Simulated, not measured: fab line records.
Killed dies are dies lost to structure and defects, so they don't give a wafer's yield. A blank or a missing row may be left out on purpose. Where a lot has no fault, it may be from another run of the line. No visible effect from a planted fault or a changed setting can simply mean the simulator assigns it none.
Split-lot study ; flow n5Finfet ; 39 wafers read across 7 lots, on a route 1938 steps long

ABOUT THE SPLIT
At N5_PASSIVATION_AL_DEP_21 (deposits Al, target thk 2800 nm, time 170 s), the setting timeS was moved away from the recipe's 170 s on 12 of the 39 wafers read, by -42.9% to +41.2%. This setting was run at the recipe's value on the other wafers.

The reading is taken at the split's own step.

THE READING
Al_of_PASSIVATION_AL_DEP_21.thkNm (the simulator's own value, which no gauge read), in nm, at N5_PASSIVATION_AL_DEP_21 (deposits Al, target thk 2800 nm, time 170 s). The file gives no usual value for it. Here, 27 wafers ran the recipe; their average is 2791 nm with a standard deviation of 30 nm.

wafer;tool, chamber at the split;timeS as run, s;against the recipe;Al_of_PASSIVATION_AL_DEP_21.thkNm, nm;against lot-mates on the recipe
L074.1;pvdSputter-03, -;170;recipe;2790;-
L074.2;pvdSputter-03, -;170;recipe;2815;-
L074.3;pvdSputter-03, -;170;recipe;2794;-
L074.4;pvdSputter-03, -;170;recipe;2813;-
L074.5;pvdSputter-03, -;170;recipe;2801;-
L074.6;pvdSputter-03, -;170;recipe;2818;-
L075.1;pvdSputter-03, -;170;recipe;2754;-
L075.2;pvdSputter-03, -;170;recipe;2766;-
L075.3;pvdSputter-03, -;240;+41.2%;3909;+1155
L075.4;pvdSputter-03, -;240;+41.2%;3908;+1154
L075.5;pvdSputter-03, -;170;recipe;2742;-
L075.6;pvdSputter-03, -;240;+41.2%;3900;+1146
L082.1;pvdSputter-03, -;170;recipe;2773;-
L082.2;pvdSputter-03, -;170;recipe;2765;-
L082.3;pvdSputter-03, -;170;recipe;2779;-
L082.4;pvdSputter-03, -;170;recipe;2762;-
L082.5;pvdSputter-03, -;170;recipe;2766;-
L082.6;pvdSputter-03, -;170;recipe;2756;-
L089.3;pvdSputter-03, -;170;recipe;2780;-
L089.4;pvdSputter-03, -;170;recipe;2778;-
L089.6;pvdSputter-03, -;170;recipe;2777;-
L087.1;pvdSputter-01, -;170;recipe;2842;-
L087.2;pvdSputter-01, -;170;recipe;2807;-
L087.3;pvdSputter-01, -;96.99;-42.9%;1619;-1201
L087.4;pvdSputter-01, -;96.99;-42.9%;1620;-1200
L087.5;pvdSputter-01, -;96.99;-42.9%;1634;-1186
L087.6;pvdSputter-01, -;170;recipe;2811;-
L088.1;pvdSputter-01, -;170;recipe;2827;-
L088.2;pvdSputter-01, -;143.9;-15.4%;2389;-455
L088.6;pvdSputter-01, -;143.9;-15.4%;2389;-455
L088.3;pvdSputter-01, -;143.9;-15.4%;2412;-432
L088.4;pvdSputter-01, -;170;recipe;2855;-
L088.5;pvdSputter-01, -;170;recipe;2850;-
L090.1;pvdSputter-03, -;226.6;+33.3%;3735;+960
L090.2;pvdSputter-03, -;170;recipe;2787;-
L090.3;pvdSputter-03, -;170;recipe;2766;-
L090.4;pvdSputter-03, -;226.6;+33.3%;3692;+917
L090.5;pvdSputter-03, -;226.6;+33.3%;3671;+896
L090.6;pvdSputter-03, -;170;recipe;2771;-

FIT RESULTS
A straight line over all 39 wafers: Al_of_PASSIVATION_AL_DEP_21.thkNm changes by +27.1 nm for each +1% of timeS; r = +1.00; the points scatter about the line by 27 nm.
The same after taking each lot's own level away (the mean of its wafers on the recipe; 39 wafers): +27.9 nm for each +1%; r = +1.00; scatter 13 nm.
According to that fit, moving timeS by its largest amount changes the reading by 1.2e+03 nm.
The span of the lots' own levels, 2754.0 to 2844.0 nm, comes to 3.0 times the standard deviation stated above.
Consequently the slope shifts little with the lot-to-lot level, the two slopes agreeing.
Check: for one of the wafers moved furthest among these (-42.9%), held out of the fit, the line's prediction against its lot-mates is -1.2e+03 nm. Against them it came out at -1.2e+03 nm.

FURTHER SPLITS ON THESE WAFERS
Other splits were also applied to these wafers ahead of the reading. Each is held against what the fit with the lots' levels taken away leaves over:
other split on the same wafers;wafers away from the commonest value;r with Al_of_PASSIVATION_AL_DEP_21.thkNm (lot level and that fit taken away)
N5_BEOL_M15_SPUTTER_44 targetThkA;15;-0.18

FILE'S OWN FIT
Al_of_PASSIVATION_AL_DEP_21.thkNm changes by +27.9 nm for each +1% of timeS, r = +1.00.
